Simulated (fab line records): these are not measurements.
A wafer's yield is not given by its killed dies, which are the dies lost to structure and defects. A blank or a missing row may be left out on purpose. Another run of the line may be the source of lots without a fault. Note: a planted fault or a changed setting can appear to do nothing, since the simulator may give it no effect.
The tool behind it: which one? :: flow n5 finfet :: 72 wafers from 24 lots sampled at 5 of the route's 1938 steps

WHAT THE GAUGES SHOWED, per wafer
N5_SD_ACTIVATION_INSPECT_02: inspects for defects (darkfield). Usual: raw defect count 181, standard deviation 40.
lot: L074
measured: day 3 11:03
on: defect inspect-01
raw defect count: 145 132 117
flag: 

lot: L075
measured: day 3 16:57
on: defect inspect-02
raw defect count: 136 172 159
flag: 

lot: L076
measured: day 3 22:58
on: defect inspect-01
raw defect count: 218 173 182
flag: 

lot: L077
measured: day 4 04:31
on: defect inspect-02
raw defect count: 168 251 217
flag: 

lot: L078
measured: day 4 10:29
on: defect inspect-02
raw defect count: 160 170 138
flag: 

lot: L079
measured: day 4 17:39
on: defect inspect-02
raw defect count: 233 208 172
flag: 

lot: L080
measured: day 5 03:13
on: defect inspect-01
raw defect count: 173 105 180
flag: 

lot: L082
measured: day 5 10:38
on: defect inspect-01
raw defect count: 187 261 182
flag: 

lot: L081
measured: day 5 10:49
on: defect inspect-01
raw defect count: 210 239 221
flag: 

lot: L083
measured: day 5 17:16
on: defect inspect-02
raw defect count: 121 118 167
flag: 

lot: L084
measured: day 5 22:59
on: defect inspect-02
raw defect count: 135 184 159
flag: 

lot: L085
measured: day 6 09:05
on: defect inspect-01
raw defect count: 233 181 122
flag: 

lot: L086
measured: day 6 12:23
on: defect inspect-02
raw defect count: 170 229 185
flag: 

lot: L087
measured: day 6 18:41
on: defect inspect-02
raw defect count: 162 159 177
flag: 

lot: L088
measured: day 6 20:44
on: defect inspect-02
raw defect count: 165 191 213
flag: 

lot: L089
measured: day 7 05:53
on: defect inspect-02
raw defect count: 227 281 186
flag: 

lot: L090
measured: day 7 13:06
on: defect inspect-01
raw defect count: 310 179 195
flag: 

lot: L091
measured: day 7 18:37
on: defect inspect-01
raw defect count: 175 163 220
flag: 

lot: L092
measured: day 7 23:38
on: defect inspect-01
raw defect count: 151 157 167
flag: 

lot: L093
measured: day 8 06:58
on: defect inspect-02
raw defect count: 141 143 171
flag: 

lot: L094
measured: day 8 11:14
on: defect inspect-02
raw defect count: 171 182 198
flag: 

lot: L095
measured: day 8 19:56
on: defect inspect-01
raw defect count: 149 124 129
flag: 

lot: L096
measured: day 8 23:44
on: defect inspect-02
raw defect count: 165 172 254
flag: 

lot: L097
measured: day 9 06:17
on: defect inspect-02
raw defect count: 134 212 141
flag: 

N5_ILD0_THK_MEAS_08. Usual: thk nm 139.7 nm, standard deviation 0.91.
lot: L074
measured: day 3 14:33
on: film metro-01
thk nm (nm): 139.9 140.0 139.5
flag: 

lot: L075
measured: day 3 20:10
on: film metro-02
thk nm (nm): 139.1 139.7 139.2
flag: 

lot: L076
measured: day 4 01:59
on: film metro-01
thk nm (nm): 141.5 139.4 141.4
flag: 

lot: L077
measured: day 4 07:58
on: film metro-01
thk nm (nm): 140.1 139.9 140.7
flag: 

lot: L078
measured: day 4 13:31
on: film metro-01
thk nm (nm): 139.4 139.6 139.8
flag: 

lot: L079
measured: day 4 20:40
on: film metro-01
thk nm (nm): 139.7 138.8 139.9
flag: 

lot: L080
measured: day 5 06:26
on: film metro-01
thk nm (nm): 140.0 137.2 139.5
flag: 

lot: L082
measured: day 5 13:47
on: film metro-02
thk nm (nm): 138.7 138.4 138.8
flag: 

lot: L081
measured: day 5 13:56
on: film metro-01
thk nm (nm): 140.5 139.7 139.0
flag: 

lot: L083
measured: day 5 20:18
on: film metro-02
thk nm (nm): 139.1 139.6 140.5
flag: 

lot: L084
measured: day 6 02:21
on: film metro-02
thk nm (nm): 139.6 140.6 139.0
flag: 

lot: L085
measured: day 6 13:18
on: film metro-01
thk nm (nm): 140.7 139.6 139.9
flag: 

lot: L086
measured: day 6 15:34
on: film metro-02
thk nm (nm): 137.7 138.5 139.2
flag: 

lot: L087
measured: day 6 22:07
on: film metro-01
thk nm (nm): 140.2 138.6 140.0
flag: 

lot: L088
measured: day 6 23:46
on: film metro-02
thk nm (nm): 139.6 141.2 141.4
flag: 

lot: L089
measured: day 7 09:20
on: film metro-01
thk nm (nm): 139.5 137.9 139.0
flag: 

lot: L090
measured: day 7 16:27
on: film metro-01
thk nm (nm): 140.9 139.6 139.4
flag: 

lot: L091
measured: day 7 22:07
on: film metro-02
thk nm (nm): 140.0 140.8 141.0
flag: 

lot: L092
measured: day 8 02:40
on: film metro-01
thk nm (nm): 139.0 140.0 138.3
flag: 

lot: L093
measured: day 8 09:59
on: film metro-01
thk nm (nm): 138.6 139.8 139.3
flag: 

lot: L094
measured: day 8 15:47
on: film metro-01
thk nm (nm): 139.9 141.0 141.0
flag: 

lot: L095
measured: day 8 22:59
on: film metro-02
thk nm (nm): 139.3 140.3 139.7
flag: 

lot: L096
measured: day 9 03:37
on: film metro-02
thk nm (nm): 140.1 139.6 140.8
flag: 

lot: L097
measured: day 9 09:18
on: film metro-02
thk nm (nm): 138.2 139.9 141.0
flag: 

N5_SDB_THK_MEAS_31. Usual: for SDB_THK the level is 64.6 nm and the standard deviation is 1.2.
lot: L074
measured: day 3 22:15
on: film metro-01
SDB_THK (nm): 62.9 62.9 63.1
flag: 

lot: L075
measured: day 4 04:12
on: film metro-01
SDB_THK (nm): 63.9 64.3 65.2
flag: 

lot: L076
measured: day 4 09:37
on: film metro-01
SDB_THK (nm): 63.8 64.1 64.4
flag: 

lot: L077
measured: day 4 16:11
on: film metro-01
SDB_THK (nm): 63.2 64.3 64.5
flag: 

lot: L078
measured: day 4 21:53
on: film metro-01
SDB_THK (nm): 64.4 64.2 64.3
flag: 

lot: L079
measured: day 5 04:21
on: film metro-02
SDB_THK (nm): 63.6 65.7 64.0
flag: 

lot: L080
measured: day 5 14:34
on: film metro-01
SDB_THK (nm): 65.0 62.7 63.6
flag: 

lot: L082
measured: day 5 21:18
on: film metro-01
SDB_THK (nm): 65.1 65.7 64.9
flag: 

lot: L081
measured: day 5 21:31
on: film metro-01
SDB_THK (nm): 62.8 64.4 65.6
flag: 

lot: L083
measured: day 6 04:08
on: film metro-01
SDB_THK (nm): 65.4 64.4 66.2
flag: 

lot: L084
measured: day 6 11:13
on: film metro-01
SDB_THK (nm): 63.5 64.3 64.4
flag: 

lot: L085
measured: day 6 21:53
on: film metro-02
SDB_THK (nm): 62.9 63.9 64.2
flag: 

lot: L086
measured: day 6 23:13
on: film metro-02
SDB_THK (nm): 66.0 64.8 66.0
flag: 

lot: L087
measured: day 7 06:50
on: film metro-01
SDB_THK (nm): 65.0 65.8 65.3
flag: 

lot: L088
measured: day 7 07:47
on: film metro-02
SDB_THK (nm): 66.5 64.8 65.7
flag: 

lot: L089
measured: day 7 17:24
on: film metro-01
SDB_THK (nm): 66.0 65.0 65.4
flag: 

lot: L090
measured: day 8 00:20
on: film metro-01
SDB_THK (nm): 65.0 65.7 65.7
flag: 

lot: L091
measured: day 8 05:55
on: film metro-02
SDB_THK (nm): 64.0 62.4 61.9
flag: 

lot: L092
measured: day 8 10:45
on: film metro-02
SDB_THK (nm): 64.2 64.1 65.0
flag: 

lot: L093
measured: day 8 18:29
on: film metro-02
SDB_THK (nm): 63.5 62.3 63.2
flag: 

lot: L094
measured: day 8 23:59
on: film metro-01
SDB_THK (nm): 64.2 64.5 64.9
flag: 

lot: L095
measured: day 9 07:23
on: film metro-02
SDB_THK (nm): 64.8 64.6 63.8
flag: 

lot: L096
measured: day 9 11:16
on: film metro-02
SDB_THK (nm): 65.0 65.4 64.0
flag: 

lot: L097
measured: day 9 16:49
on: film metro-02
SDB_THK (nm): 63.9 64.1 64.9
flag: 

WHAT TOOL EACH LOT RAN ON (gives the tool, then ch and the chambers of the sampled wafers, and finally the start)
lot: L074
N5_ILD0_CMP_12: cmp-04 ch 1,2, day 3 17:33
N5_SDB_STRIP_22: plasma asher-01 ch 0,1, day 3 18:39

lot: L075
N5_ILD0_CMP_12: cmp-02 ch 0,1,3, day 3 23:04
N5_SDB_STRIP_22: plasma asher-01 ch 0,1, day 4 00:41

lot: L076
N5_ILD0_CMP_12: cmp-04 ch 0,2,3, day 4 04:57
N5_SDB_STRIP_22: plasma asher-01 ch 0,1, day 4 06:07

lot: L077
N5_ILD0_CMP_12: cmp-01 ch 0,1, day 4 11:30
N5_SDB_STRIP_22: plasma asher-01 ch 0,1, day 4 12:40

lot: L078
N5_ILD0_CMP_12: cmp-01 ch 0,3, day 4 16:26
N5_SDB_STRIP_22: plasma asher-01 ch 0, day 4 17:38

lot: L079
N5_ILD0_CMP_12: cmp-04 ch 0,1,3, day 4 23:37
N5_SDB_STRIP_22: plasma asher-02 ch 1, day 5 00:50

lot: L080
N5_ILD0_CMP_12: cmp-04 ch 0,2,3, day 5 09:20
N5_SDB_STRIP_22: plasma asher-02 ch 0,1, day 5 10:49

lot: L082
N5_ILD0_CMP_12: cmp-04 ch 0,1,2, day 5 16:44
N5_SDB_STRIP_22: plasma asher-01 ch 1, day 5 17:47

lot: L081
N5_ILD0_CMP_12: cmp-04 ch 0,1,3, day 5 17:00
N5_SDB_STRIP_22: plasma asher-02 ch 0,1, day 5 18:03

lot: L083
N5_ILD0_CMP_12: cmp-04 ch 2,3, day 5 23:24
N5_SDB_STRIP_22: plasma asher-01 ch 0,1, day 6 00:37

lot: L084
N5_ILD0_CMP_12: cmp-02 ch 0,2,3, day 6 05:17
N5_SDB_STRIP_22: plasma asher-01 ch 0,1, day 6 07:32

lot: L085
N5_ILD0_CMP_12: cmp-02 ch 0,1,3, day 6 16:13
N5_SDB_STRIP_22: plasma asher-01 ch 0,1, day 6 17:34

lot: L086
N5_ILD0_CMP_12: cmp-04 ch 0,2, day 6 18:29
N5_SDB_STRIP_22: plasma asher-01 ch 0,1, day 6 19:41

lot: L087
N5_ILD0_CMP_12: cmp-04 ch 0,1, day 7 01:43
N5_SDB_STRIP_22: plasma asher-02 ch 0, day 7 02:58

lot: L088
N5_ILD0_CMP_12: cmp-04 ch 1,2, day 7 02:45
N5_SDB_STRIP_22: plasma asher-02 ch 0,1, day 7 03:57

lot: L089
N5_ILD0_CMP_12: cmp-04 ch 0,2, day 7 12:28
N5_SDB_STRIP_22: plasma asher-02 ch 0,1, day 7 13:53

lot: L090
N5_ILD0_CMP_12: cmp-01 ch 0,1,2, day 7 19:22
N5_SDB_STRIP_22: plasma asher-02 ch 0,1, day 7 20:37

lot: L091
N5_ILD0_CMP_12: cmp-02 ch 0,1,2, day 8 01:07
N5_SDB_STRIP_22: plasma asher-02 ch 1, day 8 02:14

lot: L092
N5_ILD0_CMP_12: cmp-02 ch 1,2,3, day 8 05:43
N5_SDB_STRIP_22: plasma asher-02 ch 0,1, day 8 07:14

lot: L093
N5_ILD0_CMP_12: cmp-04 ch 0,3, day 8 13:43
N5_SDB_STRIP_22: plasma asher-01 ch 0,1, day 8 14:58

lot: L094
N5_ILD0_CMP_12: cmp-01 ch 1,2, day 8 18:46
N5_SDB_STRIP_22: plasma asher-01 ch 0,1, day 8 20:04

lot: L095
N5_ILD0_CMP_12: cmp-01 ch 0,2,3, day 9 02:05
N5_SDB_STRIP_22: plasma asher-01 ch 0,1, day 9 03:52

lot: L096
N5_ILD0_CMP_12: cmp-01 ch 1,3, day 9 06:35
N5_SDB_STRIP_22: plasma asher-01 ch 0,1, day 9 07:47

lot: L097
N5_ILD0_CMP_12: cmp-02 ch 0,3, day 9 12:15
N5_SDB_STRIP_22: plasma asher-02 ch 0,1, day 9 13:20
- N5_ILD0_CMP_12: polishes SiNx, stops on poly-Si, t overpolish 6 s, target thk 17.67 nm.
- N5_SDB_STRIP_22: strips in N2/H2.

AS READ BY THE TOOLS THEMSELVES (means over the sampled wafers that have a number; for cases with no such wafer, the mark the record gives instead)
N5_ILD0_CMP_12. Usual: motor current A 8.8 A, standard deviation 1.1; overpolish run s 6.001 s, standard deviation 0.0083; time to endpoint s 30.2 s, standard deviation 2.1.
lot: L074
tool: cmp-04
motor current A (A): 9.5
overpolish run s (s): 5.993
time to endpoint s (s): 29.6
flag: 

lot: L075
tool: cmp-02
motor current A (A): 9.3
overpolish run s (s): 6.007
time to endpoint s (s): 31.7
flag: 

lot: L076
tool: cmp-04
motor current A (A): 8.2
overpolish run s (s): 6.003
time to endpoint s (s): 33.5
flag: 

lot: L077
tool: cmp-01
motor current A (A): 9.0
overpolish run s (s): 6.010
time to endpoint s (s): 31.9
flag: 

lot: L078
tool: cmp-01
motor current A (A): 7.7
overpolish run s (s): 5.994
time to endpoint s (s): 31.2
flag: 

lot: L079
tool: cmp-04
motor current A (A): 8.4
overpolish run s (s): 5.997
time to endpoint s (s): 30.9
flag: 

lot: L080
tool: cmp-04
motor current A (A): 8.2
overpolish run s (s): 5.997
time to endpoint s (s): 27.1
flag: 

lot: L082
tool: cmp-04
motor current A (A): 8.7
overpolish run s (s): 5.998
time to endpoint s (s): 28.4
flag: 

lot: L081
tool: cmp-04
motor current A (A): 8.5
overpolish run s (s): 6.003
time to endpoint s (s): 29.4
flag: 

lot: L083
tool: cmp-04
motor current A (A): 8.9
overpolish run s (s): 6.010
time to endpoint s (s): 29.6
flag: 

lot: L084
tool: cmp-02
motor current A (A): 9.7
overpolish run s (s): 6.002
time to endpoint s (s): 31.0
flag: 

lot: L085
tool: cmp-02
motor current A (A): 9.4
overpolish run s (s): 5.998
time to endpoint s (s): 31.1
flag: 

lot: L086
tool: cmp-04
motor current A (A): 9.0
overpolish run s (s): 6.000
time to endpoint s (s): 29.6
flag: 

lot: L087
tool: cmp-04
motor current A (A): 8.3
overpolish run s (s): 6.001
time to endpoint s (s): 29.2
flag: 

lot: L088
tool: cmp-04
motor current A (A): 9.2
overpolish run s (s): 5.999
time to endpoint s (s): 27.2
flag: 

lot: L089
tool: cmp-04
motor current A (A): 8.7
overpolish run s (s): 5.999
time to endpoint s (s): 29.1
flag: 

lot: L090
tool: cmp-01
motor current A (A): 7.8
overpolish run s (s): 6.000
time to endpoint s (s): 29.5
flag: 

lot: L091
tool: cmp-02
motor current A (A): 10.1
overpolish run s (s): 5.997
time to endpoint s (s): 31.0
flag: 

lot: L092
tool: cmp-02
motor current A (A): 10.1
overpolish run s (s): 6.005
time to endpoint s (s): 30.8
flag: 

lot: L093
tool: cmp-04
motor current A (A): 7.8
overpolish run s (s): 6.002
time to endpoint s (s): 30.5
flag: 

lot: L094
tool: cmp-01
motor current A (A): 8.6
overpolish run s (s): 5.997
time to endpoint s (s): 26.6
flag: 

lot: L095
tool: cmp-01
motor current A (A): 7.8
overpolish run s (s): 5.996
time to endpoint s (s): 30.8
flag: 

lot: L096
tool: cmp-01
motor current A (A): 9.2
overpolish run s (s): 6.002
time to endpoint s (s): 30.6
flag: 

lot: L097
tool: cmp-02
motor current A (A): 9.7
overpolish run s (s): 6.006
time to endpoint s (s): 32.7
flag: 

N5_SDB_STRIP_22. Usual: drypump motor current A 6.0 A, standard deviation 0.32; heater power w 325 W, standard deviation 17; oes product au 0.715 a.u., standard deviation 0.005; strip time to endpoint s 96.3 s, standard deviation 0.48; temp c 250.01 C, standard deviation 0.18.
lot: L074
tool: plasma asher-01
drypump motor current A (A): 6.1
heater power w (W): 327
oes product au (a.u.): 0.716
strip time to endpoint s (s): 96.0
temp c (C): 250.02
flag: 

lot: L075
tool: plasma asher-01
drypump motor current A (A): 6.0
heater power w (W): 324
oes product au (a.u.): 0.717
strip time to endpoint s (s): 96.3
temp c (C): 249.96
flag: 

lot: L076
tool: plasma asher-01
drypump motor current A (A): 6.1
heater power w (W): 325
oes product au (a.u.): 0.715
strip time to endpoint s (s): 96.0
temp c (C): 250.05
flag: 

lot: L077
tool: plasma asher-01
drypump motor current A (A): 6.2
heater power w (W): 326
oes product au (a.u.): 0.718
strip time to endpoint s (s): 95.5
temp c (C): 250.14
flag: 

lot: L078
tool: plasma asher-01
drypump motor current A (A): 5.9
heater power w (W): 320
oes product au (a.u.): 0.717
strip time to endpoint s (s): 95.8
temp c (C): 249.78
flag: 

lot: L079
tool: plasma asher-02
drypump motor current A (A): 5.6
heater power w (W): 300
oes product au (a.u.): 0.712
strip time to endpoint s (s): 96.2
temp c (C): 249.96
flag: 

lot: L080
tool: plasma asher-02
drypump motor current A (A): 5.9
heater power w (W): 316
oes product au (a.u.): 0.726
strip time to endpoint s (s): 96.1
temp c (C): 250.12
flag: 

lot: L082
tool: plasma asher-01
drypump motor current A (A): 6.3
heater power w (W): 330
oes product au (a.u.): 0.718
strip time to endpoint s (s): 96.8
temp c (C): 250.06
flag: 

lot: L081
tool: plasma asher-02
drypump motor current A (A): 5.9
heater power w (W): 315
oes product au (a.u.): 0.716
strip time to endpoint s (s): 96.5
temp c (C): 250.00
flag: 

lot: L083
tool: plasma asher-01
drypump motor current A (A): 6.0
heater power w (W): 327
oes product au (a.u.): 0.718
strip time to endpoint s (s): 96.9
temp c (C): 249.92
flag: 

lot: L084
tool: plasma asher-01
drypump motor current A (A): 6.0
heater power w (W): 329
oes product au (a.u.): 0.718
strip time to endpoint s (s): 96.1
temp c (C): 250.01
flag: 

lot: L085
tool: plasma asher-01
drypump motor current A (A): 6.0
heater power w (W): 331
oes product au (a.u.): 0.712
strip time to endpoint s (s): 96.0
temp c (C): 250.03
flag: 

lot: L086
tool: plasma asher-01
drypump motor current A (A): 6.1
heater power w (W): 331
oes product au (a.u.): 0.717
strip time to endpoint s (s): 97.1
temp c (C): 249.90
flag: 

lot: L087
tool: plasma asher-02
drypump motor current A (A): 6.4
heater power w (W): 345
oes product au (a.u.): 0.716
strip time to endpoint s (s): 96.6
temp c (C): 249.83
flag: 

lot: L088
tool: plasma asher-02
drypump motor current A (A): 5.9
heater power w (W): 317
oes product au (a.u.): 0.711
strip time to endpoint s (s): 96.2
temp c (C): 250.10
flag: 

lot: L089
tool: plasma asher-02
drypump motor current A (A): 6.2
heater power w (W): 334
oes product au (a.u.): 0.713
strip time to endpoint s (s): 96.1
temp c (C): 250.04
flag: 

lot: L090
tool: plasma asher-02
drypump motor current A (A): 5.9
heater power w (W): 316
oes product au (a.u.): 0.714
strip time to endpoint s (s): 96.6
temp c (C): 249.89
flag: 

lot: L091
tool: plasma asher-02
drypump motor current A (A): 5.6
heater power w (W): 301
oes product au (a.u.): 0.719
strip time to endpoint s (s): 96.1
temp c (C): 249.99
flag: 

lot: L092
tool: plasma asher-02
drypump motor current A (A): 6.1
heater power w (W): 327
oes product au (a.u.): 0.713
strip time to endpoint s (s): 96.2
temp c (C): 249.95
flag: 

lot: L093
tool: plasma asher-01
drypump motor current A (A): 6.0
heater power w (W): 327
oes product au (a.u.): 0.711
strip time to endpoint s (s): 96.6
temp c (C): 250.00
flag: 

lot: L094
tool: plasma asher-01
drypump motor current A (A): 6.1
heater power w (W): 324
oes product au (a.u.): 0.714
strip time to endpoint s (s): 96.4
temp c (C): 249.77
flag: 

lot: L095
tool: plasma asher-01
drypump motor current A (A): 6.0
heater power w (W): 326
oes product au (a.u.): 0.714
strip time to endpoint s (s): 96.0
temp c (C): 250.24
flag: 

lot: L096
tool: plasma asher-01
drypump motor current A (A): 6.1
heater power w (W): 326
oes product au (a.u.): 0.711
strip time to endpoint s (s): 96.0
temp c (C): 250.23
flag: 

lot: L097
tool: plasma asher-02
drypump motor current A (A): 6.1
heater power w (W): 322
oes product au (a.u.): 0.719
strip time to endpoint s (s): 96.6
temp c (C): 250.04
flag: 

THE ANSWER, worked out from the rows above alone
Rule: a lot counts as off when the mean over its wafers that have a number is more than 3 standard deviations away from the usual mean. Also off: a lot with no number at a reading for which 4 or more lots have one. Where the step has rows for the other lots, those lots are counted as sound. Order of review: gauges by route order, followed by the tools' own readings, for which a lot's mean as printed above is used. The first step at which some lot is off is used, and at that step the reading that is off furthest; a lot without a number counts as furthest.
Nothing can be told from this: no lot is off at any reading shown.

WHAT THE SIMULATOR HAD PUT IN
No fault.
